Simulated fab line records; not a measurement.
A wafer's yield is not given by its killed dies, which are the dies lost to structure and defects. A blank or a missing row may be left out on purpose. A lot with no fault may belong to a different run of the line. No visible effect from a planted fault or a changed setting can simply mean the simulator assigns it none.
fab line records + flow nand_harc
[record]
- lots = 13
- wafers = 39
- last_day = 34
route steps=1302 shown A_SLIT@933 A_WL_FILL@968
lots that met no fault: from a run of the same line without faults
start_h: hours from the record's opening day to when the first of the lot's shown wafers began + wait_h: hours since the lot's step before + " identical to the entry in the row above + L1.1+2: a row that stands for several wafers + - either no value or no given start + * or withheld: withheld + < > ~ a bound
route shown NAME@n: NAME is a module with steps in the file, n the number in the route of the first one + usual: average and standard deviation across the fault-free wafers + same: alike in all rows + chamber/n: place in a boat + sites: readings site by site + _std_site: standard deviation across them + _edge_site: outer sites' mean less inner sites' + radius_mm: how far each site lies from the wafer's centre + mask NAME#n: copy n + behind: the tool/chamber that last shaped the wafer + hold: why the lot went on hold/how many hours it stayed there/how the hold came to an end + device: the transistor (n, p or np) that didn't switch + end of line: the tests these same wafers got at the end of their route + a step given without rows: its recipe and nothing more + killed: at the first sort, the dies lost to defects and structure; wafer yield is something else + map: the dies of a wafer, with x for killed, . for not killed, _ for no die there
set.NAME: setting as actually run; set.NAME@STEP: the setting as run at that earlier step + model.NAME: the simulator's own value behind a step, which no gauge read
one table for each step of the route and one row for each wafer, over a sample of lots
services: from which hour (start_h, from the record's first day; less than 0 if before it) a tool's chamber was out of use, for how many hours, and why
[[steps]]
[step NHARC_A_SLIT_CD_MEAS_09]
[recipe]
- target_cd_nm = 300
- landing_energy_ev = 500
[usual]
- cd_nm = 300.2/0.61
| lot.wafer | tool      | chamber | start_h | wait_h | cd_nm |
|-----------|-----------|---------|---------|--------|-------|
| L120.1    | cd_sem-03 | 0       | 462.87  | -      | 300.0 |
| L120.2    | "         | 0       | "       | "      | 300.5 |
| L120.5    | "         | 0       | "       | "      | 300.9 |
| L121.2    | cd_sem-02 | 0       | 466.56  | -      | 300.1 |
| L121.5    | "         | 0       | "       | "      | 299.4 |
| L121.6    | "         | 0       | "       | "      | 299.6 |
| L123.1    | cd_sem-01 | 0       | 474.46  | -      | 300.5 |
| L123.5    | "         | 0       | "       | "      | 301.0 |
| L123.6    | "         | 0       | "       | "      | 301.2 |
| L124.1    | cd_sem-01 | 0       | 509.85  | -      | 300.2 |
| L124.5    | "         | 0       | "       | "      | 300.5 |
| L124.6    | "         | 0       | "       | "      | 301.2 |
| L126.2    | cd_sem-03 | 0       | 510.44  | -      | 299.3 |
| L126.3    | "         | 0       | "       | "      | 300.2 |
| L126.4    | "         | 0       | "       | "      | 299.8 |
| L127.1    | cd_sem-03 | 0       | 549.91  | -      | 300.7 |
| L127.2    | "         | 0       | "       | "      | 300.8 |
| L127.4    | "         | 0       | "       | "      | 300.1 |
| L132.1    | cd_sem-03 | 0       | 585.00  | -      | 299.2 |
| L132.3    | "         | 0       | "       | "      | 299.2 |
| L132.6    | "         | 0       | "       | "      | 299.7 |
| L133.2    | cd_sem-03 | 0       | 597.62  | -      | 301.1 |
| L133.3    | "         | 0       | "       | "      | 300.2 |
| L133.5    | "         | 0       | "       | "      | 300.3 |
| L137.1    | cd_sem-01 | 0       | 630.70  | -      | 299.5 |
| L137.2    | "         | 0       | "       | "      | 300.1 |
| L137.4    | "         | 0       | "       | "      | 300.4 |
| L139.1    | cd_sem-01 | 0       | 651.00  | -      | 299.5 |
| L139.4    | "         | 0       | "       | "      | 298.7 |
| L139.5    | "         | 0       | "       | "      | 299.6 |
| L138.1    | cd_sem-03 | 0       | 655.43  | -      | 300.4 |
| L138.4    | "         | 0       | "       | "      | 301.2 |
| L138.6    | "         | 0       | "       | "      | 300.0 |
| L141.1    | cd_sem-03 | 0       | 676.28  | -      | 300.9 |
| L141.3    | "         | 0       | "       | "      | 301.5 |
| L141.4    | "         | 0       | "       | "      | 301.1 |
| L142.1    | cd_sem-02 | 0       | 689.07  | -      | 299.7 |
| L142.2    | "         | 0       | "       | "      | 298.5 |
| L142.5    | "         | 0       | "       | "      | 299.7 |
[step NHARC_A_SLIT_OVL_MEAS_10]
[usual]
- overlay_x_nm = -0.1/0.81
- overlay_y_nm = -0.3/0.83
| lot.wafer | tool       | chamber | start_h | wait_h | overlay_x_nm | overlay_y_nm |
|-----------|------------|---------|---------|--------|--------------|--------------|
| L120.1    | overlay-02 | -       | 462.96  | -      | -0.2         | -0.9         |
| L120.2    | "          | -       | "       | "      | -0.4         | -1.3         |
| L120.5    | "          | -       | "       | "      | -0.4         | -1.2         |
| L121.2    | overlay-01 | -       | 466.65  | -      | 0.1          | 0.0          |
| L121.5    | "          | -       | "       | "      | -0.4         | -0.2         |
| L121.6    | "          | -       | "       | "      | 0.2          | -0.8         |
| L123.1    | overlay-01 | -       | 474.55  | -      | -0.7         | -0.6         |
| L123.5    | "          | -       | "       | "      | -0.8         | -0.4         |
| L123.6    | "          | -       | "       | "      | -0.4         | -0.2         |
| L124.1    | overlay-02 | -       | 509.94  | -      | 0.9          | -0.8         |
| L124.5    | "          | -       | "       | "      | 1.1          | -0.7         |
| L124.6    | "          | -       | "       | "      | 0.6          | -0.7         |
| L126.2    | overlay-02 | -       | 510.52  | -      | -0.3         | -0.7         |
| L126.3    | "          | -       | "       | "      | -0.2         | -0.3         |
| L126.4    | "          | -       | "       | "      | -0.5         | -0.5         |
| L127.1    | overlay-01 | -       | 550.00  | -      | 0.1          | -2.1         |
| L127.2    | "          | -       | "       | "      | 0.1          | -2.0         |
| L127.4    | "          | -       | "       | "      | 0.4          | -1.5         |
| L132.1    | overlay-01 | -       | 585.09  | -      | 0.0          | 0.5          |
| L132.3    | "          | -       | "       | "      | 0.3          | 0.7          |
| L132.6    | "          | -       | "       | "      | 0.3          | -0.2         |
| L133.2    | overlay-01 | -       | 597.71  | -      | 1.1          | 1.8          |
| L133.3    | "          | -       | "       | "      | 1.1          | 1.2          |
| L133.5    | "          | -       | "       | "      | 0.5          | 1.4          |
| L137.1    | overlay-02 | -       | 630.79  | -      | -0.7         | -0.7         |
| L137.2    | "          | -       | "       | "      | -0.6         | -0.6         |
| L137.4    | "          | -       | "       | "      | -0.3         | -1.0         |
| L139.1    | overlay-02 | -       | 651.09  | -      | -0.7         | 0.2          |
| L139.4    | "          | -       | "       | "      | -0.6         | -0.2         |
| L139.5    | "          | -       | "       | "      | -0.6         | 0.1          |
| L138.1    | overlay-01 | -       | 655.52  | -      | -1.0         | -0.5         |
| L138.4    | "          | -       | "       | "      | -1.8         | -0.8         |
| L138.6    | "          | -       | "       | "      | -0.6         | -0.9         |
| L141.1    | overlay-02 | -       | 676.37  | -      | -0.5         | -1.0         |
| L141.3    | "          | -       | "       | "      | -0.6         | -0.8         |
| L141.4    | "          | -       | "       | "      | -0.3         | -0.8         |
| L142.1    | overlay-01 | -       | 689.16  | -      | 1.8          | 0.0          |
| L142.2    | "          | -       | "       | "      | 1.6          | 0.2          |
| L142.5    | "          | -       | "       | "      | 1.7          | 0.1          |
[step NHARC_A_SLIT_INSPECT_11]
[usual]
- raw_defect_count = 63/34
| lot.wafer | tool              | chamber | start_h | wait_h | raw_defect_count |
|-----------|-------------------|---------|---------|--------|------------------|
| L120.1    | defect_inspect-02 | -       | 462.99  | 0.0    | 75               |
| L120.2    | "                 | -       | "       | "      | 66               |
| L120.5    | "                 | -       | "       | "      | 64               |
| L121.2    | defect_inspect-01 | -       | 466.68  | 0.0    | 73               |
| L121.5    | "                 | -       | "       | "      | 80               |
| L121.6    | "                 | -       | "       | "      | 58               |
| L123.1    | defect_inspect-02 | -       | 474.59  | 0.0    | 21               |
| L123.5    | "                 | -       | "       | "      | 34               |
| L123.6    | "                 | -       | "       | "      | 25               |
| L124.1    | defect_inspect-01 | -       | 509.97  | 0.0    | 95               |
| L124.5    | "                 | -       | "       | "      | 125              |
| L124.6    | "                 | -       | "       | "      | 129              |
| L126.2    | defect_inspect-01 | -       | 510.56  | 0.0    | 36               |
| L126.3    | "                 | -       | "       | "      | 14               |
| L126.4    | "                 | -       | "       | "      | 24               |
| L127.1    | defect_inspect-02 | -       | 550.03  | 0.0    | 54               |
| L127.2    | "                 | -       | "       | "      | 76               |
| L127.4    | "                 | -       | "       | "      | 87               |
| L132.1    | defect_inspect-01 | -       | 585.12  | 0.0    | 25               |
| L132.3    | "                 | -       | "       | "      | 25               |
| L132.6    | "                 | -       | "       | "      | 20               |
| L133.2    | defect_inspect-02 | -       | 597.75  | 0.0    | 61               |
| L133.3    | "                 | -       | "       | "      | 64               |
| L133.5    | "                 | -       | "       | "      | 70               |
| L137.1    | defect_inspect-02 | -       | 630.83  | 0.0    | 114              |
| L137.2    | "                 | -       | "       | "      | 101              |
| L137.4    | "                 | -       | "       | "      | 124              |
| L139.1    | defect_inspect-02 | -       | 651.12  | 0.0    | 68               |
| L139.4    | "                 | -       | "       | "      | 71               |
| L139.5    | "                 | -       | "       | "      | 64               |
| L138.1    | defect_inspect-01 | -       | 655.55  | 0.0    | 22               |
| L138.4    | "                 | -       | "       | "      | 28               |
| L138.6    | "                 | -       | "       | "      | 32               |
| L141.1    | defect_inspect-01 | -       | 676.41  | 0.0    | 72               |
| L141.3    | "                 | -       | "       | "      | 79               |
| L141.4    | "                 | -       | "       | "      | 65               |
| L142.1    | defect_inspect-02 | -       | 689.20  | 0.0    | 62               |
| L142.2    | "                 | -       | "       | "      | 65               |
| L142.5    | "                 | -       | "       | "      | 57               |
[step NHARC_A_WL_FILL_ETCHBACK_17]
[recipe]
- target_depth_a = 40
- time_s = 26.7
- chemistry = Cl2/BCl3
[usual]
- drypump_motor_current_A = 5.8/0.47
- oes_product_au = 1.005/0.0081
- run_length_s = 47.9/0.41
| lot.wafer | tool         | chamber | start_h | wait_h | drypump_motor_current_A | oes_product_au | rf_hours_counter_h | run_length_s |
|-----------|--------------|---------|---------|--------|-------------------------|----------------|--------------------|--------------|
| L120.2    | rie_metal-03 | 0       | 488.06  | -      | 5.8                     | 0.997          | 2.5                | 48.1         |
| L120.1    | "            | 1       | "       | "      | 6.1                     | 1.014          | 2.1                | 48.0         |
| L120.5    | "            | 1       | "       | "      | 6.1                     | 1.002          | -                  | 47.8         |
| L121.2    | rie_metal-02 | 1       | 493.28  | -      | 5.0                     | 1.017          | 0.7                | 47.8         |
| L121.5    | "            | 1       | "       | "      | 5.0                     | 1.011          | -                  | 47.5         |
| L121.6    | "            | 0       | "       | "      | 5.9                     | 0.993          | -                  | 48.0         |
| L123.1    | rie_metal-02 | 0       | 501.28  | -      | 5.9                     | 1.000          | 0.7                | 47.9         |
| L123.5    | "            | 1       | "       | "      | 5.1                     | 1.007          | -                  | 47.2         |
| L123.6    | "            | 0       | "       | "      | 5.9                     | 0.997          | -                  | 47.6         |
| L126.2    | rie_metal-02 | 0       | 540.97  | -      | 5.9                     | 0.998          | 1.2                | 48.1         |
| L126.3    | "            | 1       | "       | "      | 5.0                     | 1.009          | -                  | 47.2         |
| L126.4    | "            | 0       | "       | "      | 5.9                     | 1.006          | -                  | 48.2         |
| L124.1    | rie_metal-02 | 0       | 543.09  | -      | 6.0                     | 1.005          | 1.3                | 47.7         |
| L124.6    | "            | 0       | "       | "      | 5.9                     | 1.002          | -                  | 47.7         |
| L124.5    | "            | 1       | "       | "      | 5.0                     | 1.009          | -                  | 47.5         |
| L127.2    | rie_metal-03 | 1       | 576.32  | -      | 6.1                     | 1.009          | 1.2                | 47.6         |
| L127.1    | "            | 0       | "       | "      | 5.8                     | 1.010          | 1.2                | 48.1         |
| L127.4    | "            | 1       | "       | "      | 6.1                     | 1.010          | -                  | 47.6         |
| L132.1    | rie_metal-02 | 0       | 612.84  | -      | 5.9                     | 1.007          | 2.2                | 40.3         |
| L132.3    | "            | 1       | "       | "      | 5.1                     | 0.998          | -                  | 39.4         |
| L132.6    | "            | 1       | "       | "      | 5.1                     | 1.003          | -                  | 39.7         |
| L133.2    | rie_metal-02 | 0       | 626.57  | -      | 5.9                     | 1.011          | 2.5                | 39.7         |
| L133.3    | "            | 0       | "       | "      | 5.9                     | 1.012          | -                  | 40.3         |
| L133.5    | "            | 1       | "       | "      | 5.1                     | 1.005          | -                  | 39.8         |
| L137.1    | rie_metal-03 | 0       | 655.78  | -      | 5.8                     | 1.006          | 2.5                | 48.3         |
| L137.2    | "            | 1       | "       | "      | 6.1                     | 0.998          | 2.5                | 47.5         |
| L137.4    | "            | 1       | "       | "      | 6.1                     | 1.010          | -                  | 47.5         |
| L138.1    | rie_metal-01 | 0       | 679.45  | -      | 6.2                     | 0.994          | 1.9                | 48.5         |
| L138.4    | "            | 0       | "       | "      | 6.2                     | 1.008          | -                  | 48.5         |
| L138.6    | "            | 1       | "       | "      | 6.6                     | 1.022          | -                  | 48.4         |
| L139.1    | rie_metal-03 | 1       | 679.52  | -      | 6.1                     | 1.005          | 3.0                | 48.1         |
| L139.4    | "            | 1       | "       | "      | 6.1                     | 1.002          | -                  | 47.5         |
| L139.5    | "            | 0       | "       | "      | 5.8                     | 1.007          | -                  | 48.6         |
| L141.1    | rie_metal-02 | 1       | 702.90  | -      | 5.0                     | 1.003          | 1.2                | 47.3         |
| L141.3    | "            | 0       | "       | "      | 5.9                     | 1.006          | -                  | 48.0         |
| L141.4    | "            | 1       | "       | "      | 5.0                     | 1.013          | -                  | 47.8         |
| L142.2    | rie_metal-03 | 0       | 716.00  | -      | 5.8                     | 0.990          | 0                  | 48.1         |
| L142.1    | "            | 1       | "       | "      | 6.1                     | 0.989          | 0                  | 47.7         |
| L142.5    | "            | 1       | "       | "      | 6.1                     | 0.996          | -                  | 47.5         |
[[services]]
| tool         | chamber | start_h | hours | kind       |
|--------------|---------|---------|-------|------------|
| rie_metal-01 | 1       | 473.67  | 1.3   | repair     |
| rie_metal-03 | -       | 519.13  | 9.0   | pm         |
| rie_metal-03 | 0       | 519.13  | 9.0   | vent_cycle |
| rie_metal-03 | 1       | 519.13  | 9.0   | vent_cycle |
| rie_metal-03 | 0       | 528.13  | -     | clean      |
| rie_metal-03 | 1       | 528.13  | -     | clean      |
| rie_metal-01 | -       | 575.00  | 9.0   | pm         |
| rie_metal-01 | 0       | 575.00  | 9.0   | vent_cycle |
| rie_metal-01 | 1       | 575.00  | 9.0   | vent_cycle |
| rie_metal-03 | -       | 587.40  | 0.3   | repair     |
| rie_metal-03 | -       | 599.57  | 1.9   | repair     |
| rie_metal-03 | 0       | 623.49  | 12.6  | repair     |
| rie_metal-02 | -       | 631.00  | 9.0   | pm         |
| rie_metal-02 | 0       | 631.00  | 9.0   | vent_cycle |
| rie_metal-02 | 1       | 631.00  | 9.0   | vent_cycle |
| rie_metal-02 | 0       | 640.00  | -     | clean      |
| rie_metal-02 | 1       | 640.00  | -     | clean      |
| rie_metal-02 | -       | 641.82  | 0.5   | repair     |
| rie_metal-03 | 0       | 681.65  | 10.5  | repair     |
| rie_metal-03 | -       | 696.13  | 9.0   | pm         |
| rie_metal-03 | 0       | 696.13  | 9.0   | vent_cycle |
| rie_metal-03 | 1       | 696.13  | 9.0   | vent_cycle |
| rie_metal-03 | 0       | 705.13  | -     | clean      |
| rie_metal-03 | 1       | 705.13  | -     | clean      |
[[key]]
[first_sign]
- step = NHARC_A_WL_FILL_ETCHBACK_17
- reading = run_length_s
- direction = down
- sigmas = 19
- usual = *
- struck = *
effect none on later readings
met_at NHARC_A_WL_FILL_ETCHBACK_17
struck_lots L132,L133
tester_left_out L132,L133
not_acting_at NHARC_A_SLIT_CD_MEAS_09,NHARC_A_SLIT_OVL_MEAS_10,NHARC_A_SLIT_INSPECT_11
onset_between 543.09 612.84
[fault]
- kind = process_parameter_drift
- tool = rie_metal-02
- chamber = -
- onset_h = 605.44
- steps = NHARC_A_WL_FILL_ETCHBACK_17
- channel = time_s
- offset = *
- shape = step
- end_h = 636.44
- acts_in = *
- stated = *
// tester_left_out: of these lots the tester's yield and bins aren't shown, on N5 and GAA mostly nor the transistor test; their killed dies are dies lost to structure and defects alone, not to doping, threshold or leakage, so they don't give the yield
